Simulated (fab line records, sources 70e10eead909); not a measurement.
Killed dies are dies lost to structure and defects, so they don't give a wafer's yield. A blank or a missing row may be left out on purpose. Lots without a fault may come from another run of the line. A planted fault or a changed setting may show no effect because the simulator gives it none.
Which tool did it? | flow nand_harc | 12 lots, 36 wafers sampled, at 5 steps of a route of 1302

WHAT THE GAUGES READ, wafer by wafer
NHARC_END_SORT_01.
lot  | measured     | on        | killed_at_array | killed_at_other | killed_at_periphery | killed_dies | killed_open | killed_short
L846 | day 28 17:23 | prober-02 | 74 69 72        | 1 0 1           | 3 4 3               | 78 73 76    | 3 3 4       | 7 4 3
L850 | day 30 10:09 | prober-01 | 27 31 23        | 1 0 2           | 6 5 4               | 34 36 29    | 4 3 9       | 2 1 0
L854 | day 31 13:16 | prober-02 | 46 51 61        | 0 0 0           | 5 4 6               | 51 55 67    | 6 4 6       | 2 3 5

WHICH TOOL RAN EACH LOT (tool, then ch and the chambers of the sampled wafers, then the start)
lot  | NHARC_A_STAIRCASE_ETCH_188                    | NHARC_A_STAIRCASE_ETCH_197                    | NHARC_A_STAIRCASE_ETCH_199                    | NHARC_A_STAIRCASE_ETCH_203
L840 | rie_diel-08 ch 0,1, day 16 21:08 or earlier   | rie_diel-08 ch 1,2, day 16 21:08 or earlier   | rie_diel-08 ch 1,3, day 16 21:08 or earlier   | rie_diel-08 ch 0,3, day 16 21:08
L838 | rie_diel-05 ch 0,2, day 16 21:40 or earlier   | rie_diel-05 ch 0,2,3, day 16 21:40 or earlier | rie_diel-05 ch 1,3, day 16 21:40 or earlier   | rie_diel-05 ch 0,1,3, day 16 21:40
L839 | rie_diel-13 ch 1,2, day 17 04:28 or earlier   | rie_diel-08 ch 1,3, day 17 04:28 or earlier   | rie_diel-08 ch 1,2,3, day 17 04:28 or earlier | rie_diel-08 ch 0,1,2, day 17 04:28
L841 | rie_diel-13 ch 1,2,3, day 17 17:01 or earlier | rie_diel-13 ch 1,2, day 17 17:01 or earlier   | rie_diel-13 ch 1,2,3, day 17 17:01 or earlier | rie_diel-13 ch 0,2,3, day 17 17:01
L842 | rie_diel-05 ch 0,2,3, day 18 17:06 or earlier | rie_diel-05 ch 0,1,2, day 18 17:06 or earlier | rie_diel-05 ch 0,1,3, day 18 17:06 or earlier | rie_diel-05 ch 0,1,2, day 18 17:06
L845 | rie_diel-13 ch 0,1, day 19 17:15 or earlier   | rie_diel-08 ch 0,2, day 19 17:15 or earlier   | rie_diel-08 ch 0,2, day 19 17:15 or earlier   | rie_diel-08 ch 0,2,3, day 19 17:15
L846 | rie_diel-13 ch 1,2,3, day 20 05:08 or earlier | rie_diel-13 ch 1,2,3, day 20 05:08 or earlier | rie_diel-13 ch 1,2,3, day 20 05:08 or earlier | rie_diel-13 ch 1,2,3, day 20 05:08
L847 | rie_diel-08 ch 0,2, day 20 10:10 or earlier   | rie_diel-05 ch 0,3, day 20 10:10 or earlier   | rie_diel-05 ch 0,2,3, day 20 10:10 or earlier | rie_diel-05 ch 0,1,2, day 20 10:10
L848 | rie_diel-08 ch 0,1,2, day 20 20:02 or earlier | rie_diel-05 ch 1,3, day 20 20:02 or earlier   | rie_diel-05 ch 1,2, day 20 20:02 or earlier   | rie_diel-05 ch 0,1,2, day 20 20:02
L849 | rie_diel-13 ch 1,2,3, day 21 00:13 or earlier | rie_diel-05 ch 0,1,3, day 21 00:13 or earlier | rie_diel-05 ch 1,3, day 21 00:13 or earlier   | rie_diel-05 ch 1,2, day 21 00:13
L850 | rie_diel-05 ch 0,2, day 22 00:13 or earlier   | rie_diel-08 ch 0,1,2, day 22 00:13 or earlier | rie_diel-08 ch 1,2,3, day 22 00:13 or earlier | rie_diel-08 ch 1,2,3, day 22 00:13
L854 | rie_diel-05 ch 1,2,3, day 23 05:43 or earlier | rie_diel-08 ch 0,1,3, day 23 05:43 or earlier | rie_diel-08 ch 0,2,3, day 23 05:43 or earlier | rie_diel-08 ch 0,1,3, day 23 05:43
- NHARC_A_STAIRCASE_ETCH_188: etches the open film in C4F8/O2, target depth 100 nm, time 40.5 s.
- NHARC_A_STAIRCASE_ETCH_197: etches the open film in C4F8/O2, target depth 100 nm, time 40.5 s.
- NHARC_A_STAIRCASE_ETCH_199: etches the open film in C4F8/O2, target depth 100 nm, time 40.5 s.
- NHARC_A_STAIRCASE_ETCH_203: etches the open film in C4F8/O2, target depth 100 nm, time 40.5 s.

WHAT THE TOOLS THEMSELVES READ (means of the sampled wafers that have a number; where no wafer has one, the mark that the record gives instead)
NHARC_A_STAIRCASE_ETCH_188.
lot  | tool        | oes_product_au (a.u.) | rf_fwd_power_W (W) | rf_vpp_V (V)
L840 | rie_diel-08 | 0.964                 | 593.6              | 892
L838 | rie_diel-05 | 0.957                 | 593.5              | 893
L839 | rie_diel-13 | 0.928                 | 592.3              | 897
L841 | rie_diel-13 | 0.958                 | 592.8              | 896
L842 | rie_diel-05 | 0.923                 | 594.8              | 893
L845 | rie_diel-13 | 0.950                 | 593.9              | 900
L846 | rie_diel-13 | 0.954                 | 592.1              | 896
L847 | rie_diel-08 | 0.937                 | 594.9              | 902
L848 | rie_diel-08 | 0.945                 | 593.6              | 896
L849 | rie_diel-13 | 0.940                 | 591.6              | 895
L850 | rie_diel-05 | 0.928                 | 594.9              | 892
L854 | rie_diel-05 | 0.934                 | 594.5              | 893

NHARC_A_STAIRCASE_ETCH_197.
lot  | tool        | oes_product_au (a.u.) | rf_fwd_power_W (W) | rf_vpp_V (V)
L840 | rie_diel-08 | 0.944                 | 593.8              | 901
L838 | rie_diel-05 | 0.955                 | 592.7              | 893
L839 | rie_diel-08 | 0.966                 | 593.9              | 892
L841 | rie_diel-13 | 0.944                 | 595.0              | 897
L842 | rie_diel-05 | 0.929                 | 593.5              | 893
L845 | rie_diel-08 | 0.962                 | 592.0              | 903
L846 | rie_diel-13 | 0.942                 | 594.5              | 895
L847 | rie_diel-05 | 0.928                 | 595.5              | 894
L848 | rie_diel-05 | 0.964                 | 596.0              | 893
L849 | rie_diel-05 | 0.968                 | 592.8              | 894
L850 | rie_diel-08 | 0.975                 | 592.5              | 896
L854 | rie_diel-08 | 0.948                 | 591.0              | 894

NHARC_A_STAIRCASE_ETCH_199.
lot  | tool        | oes_product_au (a.u.) | rf_fwd_power_W (W) | rf_vpp_V (V)
L840 | rie_diel-08 | 0.944                 | 591.0              | 895
L838 | rie_diel-05 | 0.947                 | 595.0              | 894
L839 | rie_diel-08 | 0.957                 | 593.1              | 897
L841 | rie_diel-13 | 0.952                 | 593.2              | 896
L842 | rie_diel-05 | 0.941                 | 594.9              | 893
L845 | rie_diel-08 | 0.950                 | 590.8              | 900
L846 | rie_diel-13 | 0.943                 | 591.7              | 896
L847 | rie_diel-05 | 0.940                 | 595.8              | 893
L848 | rie_diel-05 | 0.962                 | 594.2              | 891
L849 | rie_diel-05 | 0.959                 | 594.0              | 894
L850 | rie_diel-08 | 0.944                 | 594.2              | 897
L854 | rie_diel-08 | 0.945                 | 591.8              | 900

NHARC_A_STAIRCASE_ETCH_203.
lot  | tool        | oes_product_au (a.u.) | rf_fwd_power_W (W) | rf_vpp_V (V)
L840 | rie_diel-08 | 0.954                 | 590.1              | 899
L838 | rie_diel-05 | 0.953                 | 593.1              | 894
L839 | rie_diel-08 | 0.952                 | 593.1              | 897
L841 | rie_diel-13 | 0.918                 | 594.4              | 893
L842 | rie_diel-05 | 0.953                 | 591.8              | 893
L845 | rie_diel-08 | 0.944                 | 592.2              | 900
L846 | rie_diel-13 | 0.934                 | 594.3              | 896
L847 | rie_diel-05 | 0.935                 | 593.6              | 893
L848 | rie_diel-05 | 0.944                 | 593.6              | 891
L849 | rie_diel-05 | 0.951                 | 592.9              | 891
L850 | rie_diel-08 | 0.953                 | 593.3              | 897
L854 | rie_diel-08 | 0.915                 | 561.2              | 893

THE ANSWER, worked out from the rows above alone
Rule: what is usual is taken from the lots themselves. Put in order of their means at a reading, lots are off if they are a third of the lots or fewer, leave a main group of 4 or more, and stand apart from it by a gap of 3 or more times the standard deviation of the main group's means; of several such gaps the widest counts. A main group whose means are all the same, to the digits that the tables above print for the reading, isn't used. A lot without any number at a reading at which 4 lots or more have one is off too. The other lots that the step has rows for count as sound. The gauges are gone through in route order, then the tools' own readings, and for those a lot's mean is taken as printed above. The first step at which some lot is off is used, and at that step the reading that is off furthest; a lot without a number counts as furthest.
Off: L854, at NHARC_A_STAIRCASE_ETCH_203 (rf_fwd_power_W). The main group: mean 592.9 W, standard deviation 1.2.
A tool fits if, at that step or a process step before it, it ran every lot that is off, and no sound lot after the first of them. NHARC_A_STAIRCASE_ETCH_188 gives no start for some lots, so the hours and the order of its lots are those of NHARC_A_STAIRCASE_ETCH_203. NHARC_A_STAIRCASE_ETCH_197 gives no start for some lots, so the hours and the order of its lots are those of NHARC_A_STAIRCASE_ETCH_203. NHARC_A_STAIRCASE_ETCH_199 gives no start for some lots, so the hours and the order of its lots are those of NHARC_A_STAIRCASE_ETCH_203. Can't be told from this: 2 tools fit, rie_diel-05 at NHARC_A_STAIRCASE_ETCH_188, rie_diel-08 at NHARC_A_STAIRCASE_ETCH_197 and NHARC_A_STAIRCASE_ETCH_199 and NHARC_A_STAIRCASE_ETCH_203.

WHAT THE SIMULATOR HAD PUT IN
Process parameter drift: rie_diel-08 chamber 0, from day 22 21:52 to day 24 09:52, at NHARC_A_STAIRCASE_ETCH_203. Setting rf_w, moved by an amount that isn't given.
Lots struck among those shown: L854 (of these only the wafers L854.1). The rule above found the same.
